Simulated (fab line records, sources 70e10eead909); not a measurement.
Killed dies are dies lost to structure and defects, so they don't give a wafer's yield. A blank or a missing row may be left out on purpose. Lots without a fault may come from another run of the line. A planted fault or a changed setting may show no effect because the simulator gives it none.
Which tool did it? | flow nand_harc | 24 lots, 72 wafers sampled, at 5 steps of a route of 1302

WHAT THE GAUGES READ, wafer by wafer
NHARC_A_CHANNEL_HOLE_D1_CD_MEAS_18. Usual: cd_nm 99.2 nm, standard deviation 1.6.
lot  | measured     | on        | cd_nm (nm)        | flag
L074 | day 8 19:05  | cd_sem-02 | 101.6 102.6 99.2  |
L076 | day 9 11:50  | cd_sem-01 | 97.4 99.7 101.8   |
L075 | day 9 13:13  | cd_sem-03 | 98.0 97.2 99.3    |
L077 | day 9 16:46  | cd_sem-03 | 97.3 98.6 96.2    |
L078 | day 10 04:06 | cd_sem-03 | 96.5 98.6 95.6    |
L079 | day 10 15:38 | cd_sem-02 | 98.1 98.4 99.0    |
L080 | day 10 23:37 | cd_sem-02 | 99.1 98.7 98.8    |
L081 | day 11 11:29 | cd_sem-02 | 100.0 102.0 100.1 |
L082 | day 11 20:56 | cd_sem-02 | 97.3 96.7 97.7    |
L083 | day 12 02:11 | cd_sem-03 | 101.0 100.4 100.7 |
L084 | day 12 16:41 | cd_sem-01 | 99.2 101.3 101.6  |
L085 | day 12 21:55 | cd_sem-03 | 99.3 101.2 104.2  |
L086 | day 13 16:35 | cd_sem-03 | 99.4 97.8 100.5   |
L087 | day 13 22:04 | cd_sem-02 | 98.9 97.4 97.0    |
L088 | day 14 19:22 | cd_sem-02 | 100.9 97.4 100.4  |
L089 | day 14 20:48 | cd_sem-02 | 95.5 98.3 99.3    |
L091 | day 15 05:07 | cd_sem-01 | 96.5 97.8 100.3   |
L090 | day 15 05:52 | cd_sem-02 | 98.1 98.0 99.9    |
L093 | day 16 13:07 | cd_sem-02 | 100.8 97.3 97.7   |
L092 | day 16 14:27 | cd_sem-02 | 102.8 99.5 99.5   |
L094 | day 17 03:57 | cd_sem-01 | 100.0 99.1 98.3   |
L095 | day 17 13:06 | cd_sem-03 | 99.1 99.5 97.8    |
L096 | day 17 20:13 | cd_sem-03 | 99.4 99.0 99.7    |
L097 | day 18 06:50 | cd_sem-01 | 100.1 100.0 99.3  |

NHARC_A_CHANNEL_HOLE_D1_CD_MEAS_30. Usual: cd_nm 90.0 nm, standard deviation 0.9.
lot  | measured     | on        | cd_nm (nm)     | flag
L074 | day 9 00:44  | cd_sem-02 | 89.8 89.9 89.4 |
L076 | day 9 18:24  | cd_sem-02 | 88.5 88.0 88.6 |
L075 | day 9 18:54  | cd_sem-01 | 90.6 90.2 89.8 |
L077 | day 9 22:35  | cd_sem-01 | 89.4 89.5 90.7 |
L078 | day 10 09:42 | cd_sem-03 | 89.4 89.4 89.5 |
L079 | day 10 21:16 | cd_sem-03 | 91.4 90.0 88.9 |
L080 | day 11 05:11 | cd_sem-02 | 90.2 89.9 90.7 |
L081 | day 11 17:05 | cd_sem-02 | 90.5 90.3 90.2 |
L082 | day 12 02:31 | cd_sem-03 | 89.5 90.1 89.7 |
L083 | day 12 08:44 | cd_sem-02 | 91.1 90.3 90.0 |
L084 | day 12 22:37 | cd_sem-02 | 89.7 89.4 90.2 |
L085 | day 13 03:31 | cd_sem-03 | 89.7 90.4 90.5 |
L086 | day 14 00:15 | cd_sem-03 | 88.6 90.1 88.7 |
L087 | day 14 08:41 | cd_sem-01 | 89.9 89.9 90.3 |
L088 | day 15 04:17 | cd_sem-03 | 91.2 91.7 91.8 |
L089 | day 15 05:33 | cd_sem-03 | 89.1 89.3 89.2 |
L091 | day 15 12:20 | cd_sem-02 | 90.2 89.1 89.7 |
L090 | day 15 13:44 | cd_sem-01 | 89.5 89.1 89.4 |
L093 | day 16 19:11 | cd_sem-01 | 92.1 90.4 91.6 |
L092 | day 16 20:07 | cd_sem-02 | 89.6 88.3 88.7 |
L094 | day 17 09:32 | cd_sem-02 | 88.8 90.2 90.5 |
L095 | day 17 18:43 | cd_sem-03 | 91.2 91.2 91.0 |
L096 | day 18 03:01 | cd_sem-01 | 89.5 90.6 91.1 |
L097 | day 18 12:25 | cd_sem-03 | 91.8 91.8 91.3 |

NHARC_A_CHANNEL_HOLE_D1_INSPECT_40. Usual: raw_defect_count 79, standard deviation 26.
lot  | measured     | on                | raw_defect_count | flag
L074 | day 9 00:55  | defect_inspect-02 | 86 92 75         |
L076 | day 9 18:35  | defect_inspect-02 | 157 97 99        |
L075 | day 9 19:05  | defect_inspect-01 | 64 55 48         |
L077 | day 9 22:46  | defect_inspect-01 | 69 73 98         |
L078 | day 10 09:53 | defect_inspect-01 | 111 103 96       |
L079 | day 10 21:27 | defect_inspect-02 | 41 53 61         |
L080 | day 11 05:22 | defect_inspect-02 | 74 56 57         |
L081 | day 11 17:16 | defect_inspect-01 | 105 119 103      |
L082 | day 12 02:42 | defect_inspect-01 | 64 53 56         |
L083 | day 12 08:55 | defect_inspect-01 | 96 91 80         |
L084 | day 12 22:47 | defect_inspect-02 | 128 109 118      |
L085 | day 13 03:43 | defect_inspect-01 | 87 92 91         |
L086 | day 14 00:26 | defect_inspect-02 | 86 119 113       |
L087 | day 14 08:53 | defect_inspect-02 | 100 88 108       |
L088 | day 15 04:29 | defect_inspect-01 | 67 41 40         |
L089 | day 15 05:44 | defect_inspect-02 | 89 96 100        |
L091 | day 15 12:31 | defect_inspect-02 | 47 52 65         |
L090 | day 15 13:55 | defect_inspect-02 | 92 120 107       |
L093 | day 16 19:22 | defect_inspect-02 | 94 103 110       |
L092 | day 16 20:18 | defect_inspect-02 | 50 82 83         |
L094 | day 17 09:43 | defect_inspect-02 | 80 74 58         |
L095 | day 17 18:55 | defect_inspect-01 | 50 50 35         |
L096 | day 18 03:12 | defect_inspect-02 | 70 69 68         |
L097 | day 18 12:36 | defect_inspect-02 | 46 55 58         |

WHICH TOOL RAN EACH LOT (tool, then ch and the chambers of the sampled wafers, then the start)
lot  | NHARC_A_CHANNEL_HOLE_D1_ETCH_39               | NHARC_A_CHANNEL_HOLE_D1_ETCH_20
L074 | rie_diel-09 ch 1,2, day 8 19:05 or earlier    | har_etch-02 ch 0,1, day 8 19:19
L076 | rie_diel-09 ch 0,1,2, day 9 11:50 or earlier  | har_etch-02 ch 0,1, day 9 12:59
L075 | rie_diel-09 ch 0,2,3, day 9 13:13 or earlier  | har_etch-01 ch 0,1, day 9 13:30
L077 | rie_diel-09 ch 1,2, day 9 16:46 or earlier    | har_etch-02 ch 0,1, day 9 17:15
L078 | rie_diel-06 ch 0,1,3, day 10 04:06 or earlier | har_etch-02 ch 0,1, day 10 04:17
L079 | rie_diel-09 ch 0,1,3, day 10 15:38 or earlier | har_etch-01 ch 0,1, day 10 15:53
L080 | rie_diel-01 ch 0,1, day 10 23:37 or earlier   | har_etch-01 ch 0,1, day 10 23:47
L081 | rie_diel-06 ch 1,2, day 11 11:29 or earlier   | har_etch-02 ch 1, day 11 11:40
L082 | rie_diel-09 ch 0,2, day 11 20:56 or earlier   | har_etch-01 ch 0,1, day 11 21:07
L083 | rie_diel-09 ch 1,2,3, day 12 02:11 or earlier | har_etch-02 ch 0, day 12 03:22
L084 | rie_diel-01 ch 1,2, day 12 16:41 or earlier   | har_etch-02 ch 0,1, day 12 16:52
L085 | rie_diel-01 ch 0,1,3, day 12 21:55 or earlier | har_etch-02 ch 0,1, day 12 22:10
L086 | rie_diel-09 ch 0,3, day 13 16:35 or earlier   | har_etch-02 ch 0,1, day 13 18:56
L087 | rie_diel-09 ch 1,2, day 13 22:04 or earlier   | har_etch-02 ch 0, day 13 23:19
L088 | rie_diel-09 ch 0,3, day 14 19:22 or earlier   | har_etch-01 ch 0,1, day 14 22:59
L089 | rie_diel-09 ch 0,1,3, day 14 20:48 or earlier | har_etch-02 ch 0,1, day 14 23:59
L091 | rie_diel-01 ch 1,2,3, day 15 05:07 or earlier | har_etch-01 ch 0,1, day 15 07:02
L090 | rie_diel-09 ch 0,1,3, day 15 05:52 or earlier | har_etch-02 ch 0,1, day 15 08:17
L093 | rie_diel-09 ch 1,2, day 16 13:07 or earlier   | har_etch-02 ch 0,1, day 16 13:27
L092 | rie_diel-01 ch 0,1, day 16 14:27 or earlier   | har_etch-01 ch 0,1, day 16 14:47
L094 | rie_diel-09 ch 1,2,3, day 17 03:57 or earlier | har_etch-01 ch 0,1, day 17 04:08
L095 | rie_diel-06 ch 0,1,3, day 17 13:06 or earlier | har_etch-02 ch 0,1, day 17 13:17
L096 | rie_diel-06 ch 0,3, day 17 20:13 or earlier   | har_etch-02 ch 0,1, day 17 21:35
L097 | rie_diel-09 ch 1,2,3, day 18 06:50 or earlier | har_etch-02 ch 0,1, day 18 07:02
- NHARC_A_CHANNEL_HOLE_D1_ETCH_39: etches the open film in N2/H2, target depth 260 nm, time 325 s.
- NHARC_A_CHANNEL_HOLE_D1_ETCH_20: etches the open film in C4F8/O2/Ar, time 361.9 s, target depth 1600 nm.

WHAT THE TOOLS THEMSELVES READ (means of the sampled wafers that have a number; where no wafer has one, the mark that the record gives instead)
NHARC_A_CHANNEL_HOLE_D1_ETCH_39. Usual: drypump_motor_current_A 5.9 A, standard deviation 0.4; oes_product_au 1.001 a.u., standard deviation 0.0074; rf_vpp_V 429.6 V, standard deviation 2.7; showerhead_plenum_p_Torr 2.01 Torr, standard deviation 0.091; throttle_valve_pct 14.172 %, standard deviation 0.0097.
lot  | tool        | drypump_motor_current_A (A) | oes_product_au (a.u.) | rf_vpp_V (V) | showerhead_plenum_p_Torr (Torr) | throttle_valve_pct (%) | flag
L074 | rie_diel-09 | 6.2                         | 1.004                 | 430.6        | 2.04                            | 14.178                 |
L076 | rie_diel-09 | 6.0                         | 1.009                 | 430.4        | 2.02                            | 14.168                 |
L075 | rie_diel-09 | 5.8                         | 1.009                 | 428.6        | 1.97                            | 14.175                 |
L077 | rie_diel-09 | 6.3                         | 0.994                 | 428.0        | 1.98                            | 14.171                 |
L078 | rie_diel-06 | 5.9                         | 1.007                 | 428.9        | 2.01                            | 14.168                 |
L079 | rie_diel-09 | 5.8                         | 0.999                 | 430.4        | 2.02                            | 14.175                 |
L080 | rie_diel-01 | 5.5                         | 1.002                 | 429.8        | 2.01                            | 14.175                 |
L081 | rie_diel-06 | 5.7                         | 0.998                 | 427.5        | 1.93                            | 14.159                 |
L082 | rie_diel-09 | 6.0                         | 0.997                 | 429.7        | 1.97                            | 14.170                 |
L083 | rie_diel-09 | 6.0                         | 0.998                 | 428.7        | 1.98                            | 14.168                 |
L084 | rie_diel-01 | 5.7                         | 0.998                 | 431.4        | 2.08                            | 14.166                 |
L085 | rie_diel-01 | 5.8                         | 0.997                 | 430.9        | 2.03                            | 14.184                 |
L086 | rie_diel-09 | 5.6                         | 1.005                 | 428.9        | 1.97                            | 14.182                 |
L087 | rie_diel-09 | 6.3                         | 0.996                 | 428.5        | 1.98                            | 14.181                 |
L088 | rie_diel-09 | 5.6                         | 0.999                 | 428.6        | 1.97                            | 14.176                 |
L089 | rie_diel-09 | 5.8                         | 1.001                 | 429.9        | 2.02                            | 14.167                 |
L091 | rie_diel-01 | 6.0                         | 0.993                 | 430.0        | 2.01                            | 14.171                 |
L090 | rie_diel-09 | 5.8                         | 0.997                 | 429.2        | 2.02                            | 14.171                 |
L093 | rie_diel-09 | 6.3                         | 1.011                 | 428.6        | 1.97                            | 14.176                 |
L092 | rie_diel-01 | 5.4                         | 1.000                 | 431.7        | 2.10                            | 14.173                 |
L094 | rie_diel-09 | 6.1                         | 0.996                 | 428.9        | 1.98                            | 14.166                 |
L095 | rie_diel-06 | 5.9                         | 1.008                 | 429.5        | 1.99                            | 14.165                 |
L096 | rie_diel-06 | 6.1                         | 1.010                 | 431.7        | 2.06                            | 14.175                 |
L097 | rie_diel-09 | 6.1                         | 1.008                 | 428.9        | 1.98                            | 14.170                 |

NHARC_A_CHANNEL_HOLE_D1_ETCH_20. Usual: drypump_motor_current_A 5.6 A, standard deviation 0.73; showerhead_plenum_p_Torr 3.65 Torr, standard deviation 0.12; throttle_valve_pct 32.154 %, standard deviation 0.0093.
lot  | tool        | drypump_motor_current_A (A) | showerhead_plenum_p_Torr (Torr) | throttle_valve_pct (%) | flag
L074 | har_etch-02 | 5.9                         | 3.64                            | 32.165                 |
L076 | har_etch-02 | 5.4                         | 3.63                            | 32.160                 |
L075 | har_etch-01 | 5.8                         | 3.62                            | 32.147                 |
L077 | har_etch-02 | 5.9                         | 3.63                            | 32.156                 |
L078 | har_etch-02 | 5.4                         | 3.62                            | 32.163                 |
L079 | har_etch-01 | 5.5                         | 3.65                            | 32.156                 |
L080 | har_etch-01 | 5.5                         | 3.65                            | 32.161                 |
L081 | har_etch-02 | 6.6                         | 3.62                            | 32.155                 |
L082 | har_etch-01 | 5.5                         | 3.65                            | 32.149                 |
L083 | har_etch-02 | 4.8                         | 3.61                            | 32.154                 |
L084 | har_etch-02 | 6.0                         | 3.61                            | 32.157                 |
L085 | har_etch-02 | 5.9                         | 3.61                            | 32.147                 |
L086 | har_etch-02 | 5.4                         | 3.60                            | 32.159                 |
L087 | har_etch-02 | 4.8                         | 3.60                            | 32.154                 |
L088 | har_etch-01 | 5.8                         | 3.57                            | 32.146                 |
L089 | har_etch-02 | 5.4                         | 3.59                            | 32.158                 |
L091 | har_etch-01 | 5.5                         | 3.62                            | 32.154                 |
L090 | har_etch-02 | 5.4                         | 3.58                            | 32.156                 |
L093 | har_etch-02 | 5.4                         | 3.58                            | 32.143                 |
L092 | har_etch-01 | 5.8                         | 3.56                            | 32.154                 |
L094 | har_etch-01 | 5.5                         | 3.60                            | 32.144                 |
L095 | har_etch-02 | 5.4                         | 3.93                            | 32.161                 |
L096 | har_etch-02 | 5.9                         | 3.93                            | 32.146                 |
L097 | har_etch-02 | 5.9                         | 3.93                            | 32.146                 |

THE ANSWER, worked out from the rows above alone
Rule: a lot is off if the mean of its wafers that have a number lies more than 3 standard deviations from the usual mean. A lot without any number at a reading at which 4 lots or more have one is off too. The other lots that the step has rows for count as sound. The gauges are gone through in route order, then the tools' own readings, and for those a lot's mean is taken as printed above. The first step at which some lot is off is used, and at that step the reading that is off furthest; a lot without a number counts as furthest.
No lot is off at any reading shown: from this, nothing can be told.

WHAT THE SIMULATOR HAD PUT IN
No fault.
